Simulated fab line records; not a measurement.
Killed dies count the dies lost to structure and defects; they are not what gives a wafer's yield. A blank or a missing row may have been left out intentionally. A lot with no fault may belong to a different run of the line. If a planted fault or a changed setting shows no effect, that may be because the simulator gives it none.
Matching of chambers | flow n5 finfet | N5_BEOL_M13_ETCH_68 on rie diel-02: 4 sister chambers
The step etches SOC in N2/H2, time 355 s. 18 wafers are shown with their chamber, then 9 later ones without.

== EACH WAFER AND ITS CHAMBER ==
wafer  | chamber | showerhead plenum p Torr (Torr) | oes product au (a.u.) | throttle valve pct (%)
L078.1 | 3       | 2.69                            | 0.89                  | 17.79
L078.2 | 1       | 2.63                            | 0.70                  | 18.11
L078.3 | 2       | 2.51                            | 0.69                  | 18.13
L079.2 | 3       | 2.69                            | 0.89                  | 17.79
L079.4 | 0       | 2.48                            | 0.82                  | 17.48
L079.6 | 2       | 2.51                            | 0.69                  | 18.14
L085.1 | 2       | 2.50                            | 0.69                  | 18.14
L085.2 | 3       | 2.69                            | 0.89                  | 17.83
L085.3 | 1       | 2.62                            | 0.71                  | 18.12
L085.4 | 0       | 2.48                            | 0.82                  | 17.49
L085.5 | 1       | 2.62                            | 0.71                  | 18.12
L085.6 | 0       | 2.48                            | 0.82                  | 17.49
L086.2 | 1       | 2.62                            | 0.71                  | 18.14
L086.3 | 2       | 2.50                            | 0.69                  | 18.16
L086.4 | 0       | 2.47                            | 0.82                  | 17.50
L088.2 | 0       | 2.47                            | 0.81                  | 17.53
L088.5 | 1       | 2.62                            | 0.69                  | 18.15
L088.6 | 2       | 2.50                            | 0.68                  | 18.16

SIGNATURES (means of the wafers above)
reading                  | chamber 0 | chamber 1 | chamber 2 | chamber 3 | scatter within a chamber
showerhead plenum p Torr | 2.4760    | 2.6220    | 2.5040    | 2.6900    | 0.00478
oes product au           | 0.8180    | 0.7040    | 0.6880    | 0.8900    | 0.00586
throttle valve pct       | 17.4980   | 18.1280   | 18.1460   | 17.8033   | 0.0176
Rule: distance of a wafer from a chamber = root of the sum over the readings of ((wafer's reading minus chamber's mean) / reading's scatter) squared. If the next closest chamber is less than 2 further off than the closest, the wafer can't be placed; otherwise it belongs to the closest. The scatter is the square root of a quotient: the sum, over the shown wafers, of each reading's squared deviation from its chamber's mean, divided by wafers minus chambers.

== WAFERS WITH NO CHAMBER GIVEN ==
wafer  | showerhead plenum p Torr (Torr) | oes product au (a.u.) | throttle valve pct (%)
L093.1 | 2.62                            | 0.69                  | 18.17
L093.2 | 2.47                            | 0.79                  | 17.53
L093.4 | 2.68                            | 0.86                  | 17.86
L095.1 | 2.46                            | 0.78                  | 17.55
L095.4 | 2.67                            | 0.84                  | 17.86
L095.5 | 2.46                            | 0.78                  | 17.54
L097.1 | 2.49                            | 0.95                  | 17.71
L097.5 | 2.46                            | 0.78                  | 17.56
L097.6 | 2.49                            | 0.94                  | 17.73

== WHICH CHAMBER EACH ONE RAN IN ==
wafer  | from the rows above | in truth
L093.1 | 1                   | 1
L093.2 | 0                   | 0
L093.4 | 3                   | 3
L095.1 | 0                   | 0
L095.4 | 3                   | 3
L095.5 | 0                   | 0
L097.1 | 0                   | 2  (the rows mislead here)
L097.5 | 0                   | 0
L097.6 | 0                   | 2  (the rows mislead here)
Correct placement for 7 of the 9. Can't be placed from these rows: 0. Placed wrongly: 2.
